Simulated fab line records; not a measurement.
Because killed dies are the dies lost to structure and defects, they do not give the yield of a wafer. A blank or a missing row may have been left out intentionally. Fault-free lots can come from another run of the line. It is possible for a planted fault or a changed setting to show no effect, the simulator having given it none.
Which tool is to blame? || flow nand_harc || Sampling: 11 lots, 33 wafers, 5 of 1302 route steps

WHAT EACH GAUGE READ, for each wafer
NHARC_END_SORT_01.
{"lot": "L332", "measured": "day 27 20:20", "on": "prober-02", "defect_limited_yield (%)": "79 83 83"}
{"lot": "L336", "measured": "day 28 22:23", "on": "prober-02", "defect_limited_yield (%)": "95 96 94"}
{"lot": "L340", "measured": "day 31 19:34", "on": "prober-02", "defect_limited_yield (%)": "0 0 0"}
{"lot": "L341", "measured": "day 32 08:10", "on": "prober-02", "defect_limited_yield (%)": "0 0 0"}
{"lot": "L342", "measured": "day 32 05:50", "on": "prober-01", "defect_limited_yield (%)": "0 0 0"}

WHAT TOOL EACH LOT RAN ON (gives the tool, then ch and the chambers of the sampled wafers, and finally the start)
{"lot": "L324", "NHARC_A_M1_ETCH_35": "rie_diel-08 ch 1,2, day 23 02:38", "NHARC_A_M1_ETCH_28": "rie_diel-04 ch 0,2, day 23 05:25 or earlier", "NHARC_A_M1_DEP_33": "pecvd-01 ch 0,2, day 23 05:25", "NHARC_A_BONDPAD_DEP_00": "pecvd-02 ch 0,1, day 23 05:59"}
{"lot": "L326", "NHARC_A_M1_ETCH_35": "rie_diel-01 ch 0,1, day 23 13:49", "NHARC_A_M1_ETCH_28": "rie_diel-04 ch 0,1,3, day 23 16:29 or earlier", "NHARC_A_M1_DEP_33": "pecvd-03 ch 0,1,2, day 23 16:29", "NHARC_A_BONDPAD_DEP_00": "pecvd-02 ch 0,1, day 23 17:04"}
{"lot": "L327", "NHARC_A_M1_ETCH_35": "rie_diel-01 ch 0,2,3, day 24 03:08", "NHARC_A_M1_ETCH_28": "rie_diel-04 ch 0,1,3, day 24 05:50 or earlier", "NHARC_A_M1_DEP_33": "pecvd-01 ch 0,1,2, day 24 05:50", "NHARC_A_BONDPAD_DEP_00": "pecvd-02 ch 0,2, day 24 06:31"}
{"lot": "L329", "NHARC_A_M1_ETCH_35": "rie_diel-04 ch 0,2,3, day 24 16:49", "NHARC_A_M1_ETCH_28": "rie_diel-08 ch 0,2,3, day 24 19:33 or earlier", "NHARC_A_M1_DEP_33": "pecvd-01 ch 0,2, day 24 19:33", "NHARC_A_BONDPAD_DEP_00": "pecvd-02 ch 0,1,2, day 24 20:07"}
{"lot": "L332", "NHARC_A_M1_ETCH_35": "rie_diel-01 ch 0,2, day 26 09:41", "NHARC_A_M1_ETCH_28": "rie_diel-08 ch 0,1, day 26 12:24 or earlier", "NHARC_A_M1_DEP_33": "pecvd-03 ch 1,2, day 26 12:24", "NHARC_A_BONDPAD_DEP_00": "pecvd-01 ch 0,1,2, day 26 12:52"}
{"lot": "L336", "NHARC_A_M1_ETCH_35": "rie_diel-04 ch 0,1,2, day 27 07:43", "NHARC_A_M1_ETCH_28": "rie_diel-01 ch 0,2, day 27 10:24 or earlier", "NHARC_A_M1_DEP_33": "pecvd-03 ch 0,2, day 27 10:24", "NHARC_A_BONDPAD_DEP_00": "pecvd-01 ch 0,1,2, day 27 11:00"}
{"lot": "L335", "NHARC_A_M1_ETCH_35": "rie_diel-04 ch 0,1,3, day 27 08:17", "NHARC_A_M1_ETCH_28": "rie_diel-08 ch 0,2,3, day 27 10:55 or earlier", "NHARC_A_M1_DEP_33": "pecvd-03 ch 0,1,2, day 27 10:55", "NHARC_A_BONDPAD_DEP_00": "pecvd-02 ch 0,2, day 27 11:28"}
{"lot": "L340", "NHARC_A_M1_ETCH_35": "rie_diel-08 ch 1,3, day 30 05:56", "NHARC_A_M1_ETCH_28": "rie_diel-01 ch 1,3, day 30 08:37 or earlier", "NHARC_A_M1_DEP_33": "pecvd-01 ch 0,2, day 30 08:37", "NHARC_A_BONDPAD_DEP_00": "pecvd-03 ch 0,1, day 30 09:10"}
{"lot": "L341", "NHARC_A_M1_ETCH_35": "rie_diel-01 ch 0,1,3, day 30 18:04", "NHARC_A_M1_ETCH_28": "rie_diel-08 ch 2,3, day 30 20:50 or earlier", "NHARC_A_M1_DEP_33": "pecvd-04 ch 0,1,2, day 30 20:50", "NHARC_A_BONDPAD_DEP_00": "pecvd-02 ch 0,1,2, day 30 21:24"}
{"lot": "L342", "NHARC_A_M1_ETCH_35": "rie_diel-01 ch 0,3, day 30 21:20", "NHARC_A_M1_ETCH_28": "rie_diel-08 ch 1,2, day 30 23:59 or earlier", "NHARC_A_M1_DEP_33": "pecvd-03 ch 0,1, day 30 23:59", "NHARC_A_BONDPAD_DEP_00": "pecvd-02 ch 0,2, day 31 00:57"}
{"lot": "L347", "NHARC_A_M1_ETCH_35": "rie_diel-04 ch 0,1,3, day 31 22:32", "NHARC_A_M1_ETCH_28": "rie_diel-04 ch 0,2,3, day 32 01:11 or earlier", "NHARC_A_M1_DEP_33": "pecvd-03 ch 0,1,2, day 32 01:11", "NHARC_A_BONDPAD_DEP_00": "pecvd-01 ch 1,2, day 32 01:44"}
- NHARC_A_M1_ETCH_35: etches the open film in N2/H2, target depth 40 nm, overetch 12 nm, time 43.94 s.
- NHARC_A_M1_ETCH_28: etches the open film in CF4/N2, target depth 30 nm, time 72.99 s.
- NHARC_A_M1_DEP_33: deposits SiCN, target thk 30 nm.
- NHARC_A_BONDPAD_DEP_00: deposits SiCN, target thk 250 nm.

THE ANSWER, worked out from the rows above alone
Rule: what is usual is taken from the lots themselves. The widest of any qualifying gaps counts: lots, ordered by their means at a reading, are off when they make up no more than a third of the lots, leave a main group of 4 or more, and stand apart from it by 3 or more times the standard deviation of that group's means. If all means in a main group match to the digits the tables above print for the reading, that group is not used. A lot without any number at a reading at which 4 lots or more have one is off too. All remaining lots with rows at the step are treated as sound.
Across all readings shown, no lot is off: no conclusion can be drawn from this.

WHAT THE SIMULATOR HAD PUT IN
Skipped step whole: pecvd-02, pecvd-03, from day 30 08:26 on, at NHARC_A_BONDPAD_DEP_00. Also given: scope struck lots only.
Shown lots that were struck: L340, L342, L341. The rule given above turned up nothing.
